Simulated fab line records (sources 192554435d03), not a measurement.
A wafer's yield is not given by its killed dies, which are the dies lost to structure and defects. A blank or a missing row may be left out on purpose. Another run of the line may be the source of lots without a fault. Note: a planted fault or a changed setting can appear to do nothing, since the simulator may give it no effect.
Split-lot experiment | flow n5 finfet | 7 lots, 21 wafers read, on a route of 1938 steps

== SPLIT DETAILS ==
At N5_SD_EPI_N_EPI_21 (deposits Si:P, time 690 s), the setting temp c was moved away from the recipe's 680 C on 9 of the 21 wafers read, by -0.7% to +0.7%. All remaining wafers had this setting at the recipe value.

== FROM THE SPLIT TO THE READING: what the file shows between them, 15 steps ==
- N5_SD_EPI_N_EPI_MEAS_23
- N5_SD_EPI_P_COAT_03: resist thk 150 nm (also split here: spin rpm)
- N5_SD_EPI_P_EBR_05
- N5_SD_EPI_P_SOFTBAKE_04: time 60 s
- N5_SD_EPI_P_DESCUM_14: chemistry O2, time 7.9 s
- N5_SD_EPI_P_ETCH_36: etches SiARC in CF4, target depth 45.5 nm, time 75.8 s
- N5_SD_EPI_P_ETCH_37: etches SOC in N2/H2, overetch 108 nm, time 486 s
- N5_SD_EPI_P_EPI_21: deposits SiGe:B, time 355 s
- N5_SD_EPI_P_HM_STRIP_48: strips SiNx in H3PO4, material SiNx, target depth 3 nm
- N5_SD_EPI_P_SRD_49: time 30 s
- N5_SD_EPI_P_PRECLEAN_24: cleans in O3/DIW, time 45 s
- N5_SD_EPI_P_PRECLEAN_32: cleans in dHF, time 10 s
- N5_SD_EPI_P_PRECLEAN_33: cleans in SC2, time 45 s
- N5_SD_ACTIVATION_RTA_00: time 0 s
- N5_SD_ACTIVATION_LSA_01: time 0.0008 s

== THE READING ==
RS_SD_N in ohm/sq, measured at N5_SD_ACTIVATION_RS_MEAS_03 by four-point-probe. Fault-free wafers of this fab line usually give 21.76 ohm/sq, standard deviation 0.28 ohm/sq.

wafer  | tool, chamber at the split | temp c as run, C | against the recipe | RS_SD_N, ohm/sq | against lot-mates on the recipe
L074.1 | epi rpcvd-04, 0            | 680              | recipe             | 22.12           | -
L074.4 | epi rpcvd-04, 0            | 680              | recipe             | 22.01           | -
L074.5 | epi rpcvd-04, 0            | 680              | recipe             | 22.15           | -
L084.1 | epi rpcvd-02, 0            | 680              | recipe             | 21.76           | -
L084.2 | epi rpcvd-02, 0            | 680              | recipe             | 21.55           | -
L084.5 | epi rpcvd-02, 0            | 676.3            | -0.5%              | 22.94           | +1.29
L086.2 | epi rpcvd-04, 0            | 680              | recipe             | 21.91           | -
L086.5 | epi rpcvd-04, 0            | 684.5            | +0.7%              | 20.44           | -1.47
L086.6 | epi rpcvd-04, 0            | 684.5            | +0.7%              | 20.45           | -1.46
L087.3 | epi rpcvd-03, 0            | 676.1            | -0.6%              | 23.14           | no lot-mate on the recipe
L087.5 | epi rpcvd-03, 0            | 676.1            | -0.6%              | 22.78           | no lot-mate on the recipe
L087.6 | epi rpcvd-03, 0            | 676.1            | -0.6%              | 22.92           | no lot-mate on the recipe
L089.2 | epi rpcvd-04, 0            | 680              | recipe             | 22.10           | -
L089.4 | epi rpcvd-04, 0            | 680              | recipe             | 21.88           | -
L089.6 | epi rpcvd-04, 0            | 680              | recipe             | 21.69           | -
L093.1 | epi rpcvd-03, 0            | 675.1            | -0.7%              | 23.39           | +1.50
L093.2 | epi rpcvd-03, 0            | 680              | recipe             | 21.89           | -
L093.4 | epi rpcvd-03, 0            | 675.1            | -0.7%              | 23.37           | +1.48
L094.3 | epi rpcvd-04, 0            | 681.8            | +0.3%              | 21.19           | -0.97
L094.4 | epi rpcvd-04, 0            | 680              | recipe             | 22.10           | -
L094.5 | epi rpcvd-04, 0            | 680              | recipe             | 22.22           | -

FIT RESULTS
A straight line over all 21 wafers: RS_SD_N changes by -2.03 ohm/sq for each +1% of temp c; r = -0.97; the points scatter about the line by 0.19 ohm/sq.
The same after taking each lot's own level away (the mean of its wafers on the recipe; 18 wafers): -2.22 ohm/sq for each +1%; r = -0.99; scatter 0.13 ohm/sq.
The reading moves by 1.6 ohm/sq for the largest change in temp c, on that fit.
Measured against the standard deviation above, the lots' own levels, which go from 21.655 to 22.160 ohm/sq, span 1.8 times it.
The two slopes agree, so the slope changes little with the lot-to-lot level.
Check: with one of the wafers moved furthest among these (-0.7%) left out of the fit, the line predicts +1.59 ohm/sq for it against its lot-mates. It came out at +1.5 ohm/sq against them.

== OTHER SPLITS APPLIED TO THESE WAFERS ==
Other splits were also applied to these wafers ahead of the reading. Each is held against what the fit with the lots' levels taken away leaves over:
other split on the same wafers        | wafers away from the commonest value | r with RS_SD_N (lot level and that fit taken away)
N5_SD_EPI_N_DEVELOP_08 develop time s | 6                                    | +0.29
N5_SD_EPI_P_COAT_03 spin rpm          | 4                                    | +0.06

== THE WHOLE CHAIN: every reading that the file lists as answering this split, in the file's order ==
step                        | what it does                                           | reading                                                                         | change (the file's fit)              | r (the file's)
N5_SD_EPI_N_EPI_21          | deposits Si:P, time 690 s                              | Si-P_of_SD_EPI_N_EPI_21.thk nm (the simulator's own value, which no gauge read) | +6.55 nm for each +1% of the setting | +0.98
N5_SD_EPI_N_EPI_MEAS_23     |                                                        | thk nm                                                                          | withheld for each +1% of the setting | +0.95
N5_SD_EPI_P_HM_STRIP_48     | strips SiNx in H3PO4, material SiNx, target depth 3 nm | Si-P_of_SD_EPI_N_EPI_21.thk nm (the simulator's own value, which no gauge read) | +6.59 nm for each +1% of the setting | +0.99
N5_SD_EPI_P_PRECLEAN_24     | cleans in O3/DIW, time 45 s                            | Si-P_of_SD_EPI_N_EPI_21.thk nm (the simulator's own value, which no gauge read) | +6.4 nm for each +1% of the setting  | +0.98
N5_SD_ACTIVATION_RS_MEAS_03 | measures by four-point-probe                           | RS_SD_N                                                                         | -2.27 for each +1% of the setting    | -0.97

== THE FILE'S OWN FIT ==
RS_SD_N changes by -2.27 ohm/sq for each +1% of temp c, r = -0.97.
